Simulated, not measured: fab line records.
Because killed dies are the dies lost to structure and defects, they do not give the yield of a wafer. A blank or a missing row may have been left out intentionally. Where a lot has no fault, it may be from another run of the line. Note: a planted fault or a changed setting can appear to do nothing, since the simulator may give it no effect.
Which tool is to blame? + flow nandHarc + route of 1302 steps, sampled at 1 step: 13 lots, 39 wafers

WHAT EACH GAUGE READ, for each wafer
NHARC_P_STI_INSPECT_25.
| lot  | measured     | on               | rawDefectCount |
|------|--------------|------------------|----------------|
| L933 | day 4 05:31  | defectInspect-02 | 186 135 119    |
| L935 | day 4 19:20  | defectInspect-01 | 306 196 215    |
| L936 | day 5 12:17  | defectInspect-02 | 349 215 139    |
| L940 | day 6 19:26  | defectInspect-01 | 148 216 242    |
| L945 | day 9 04:13  | defectInspect-01 | 288 110 225    |
| L946 | day 10 00:37 | defectInspect-02 | 265 220 401    |
| L948 | day 10 17:52 | defectInspect-02 | 246 296 154    |
| L949 | day 11 00:34 | defectInspect-01 | 298 348 283    |
| L950 | day 11 06:34 | defectInspect-01 | 155 230 155    |
| L951 | day 11 22:50 | defectInspect-01 | 151 163 160    |
| L954 | day 12 22:36 | defectInspect-01 | 234 269 253    |
| L955 | day 13 02:07 | defectInspect-01 | 144 157 143    |
| L956 | day 13 12:49 | defectInspect-01 | 143 129 208    |

WHAT TOOL EACH LOT RAN ON (gives the tool, then ch and the chambers of the sampled wafers, and finally the start)
There is no process step in the record ahead of these readings.

WHAT THE TOOLS THEMSELVES READ (means of the sampled wafers that have a number; where no wafer has one, the mark that the record gives instead)
The record holds no such reading with a usual standard deviation.

THE ANSWER, worked out from the rows above alone
Rule: the usual values come from the lots themselves. The widest of any qualifying gaps counts: lots, ordered by their means at a reading, are off when they make up no more than a third of the lots, leave a main group of 4 or more, and stand apart from it by 3 or more times the standard deviation of that group's means. A main group is skipped when, at the precision printed for the reading in the tables above, its means are all equal. A lot without any number at a reading at which 4 lots or more have one is off too. Any other lot the step has rows for is counted as sound. First the gauges in route order, then the tools' own readings, where a lot's mean is used as printed above. At the first step where some lot is off, the reading lying furthest off is the one used; lots without a number count as furthest.
No lot is off on any of the readings shown, so nothing can be concluded from this.

WHAT THE SIMULATOR HAD PUT IN
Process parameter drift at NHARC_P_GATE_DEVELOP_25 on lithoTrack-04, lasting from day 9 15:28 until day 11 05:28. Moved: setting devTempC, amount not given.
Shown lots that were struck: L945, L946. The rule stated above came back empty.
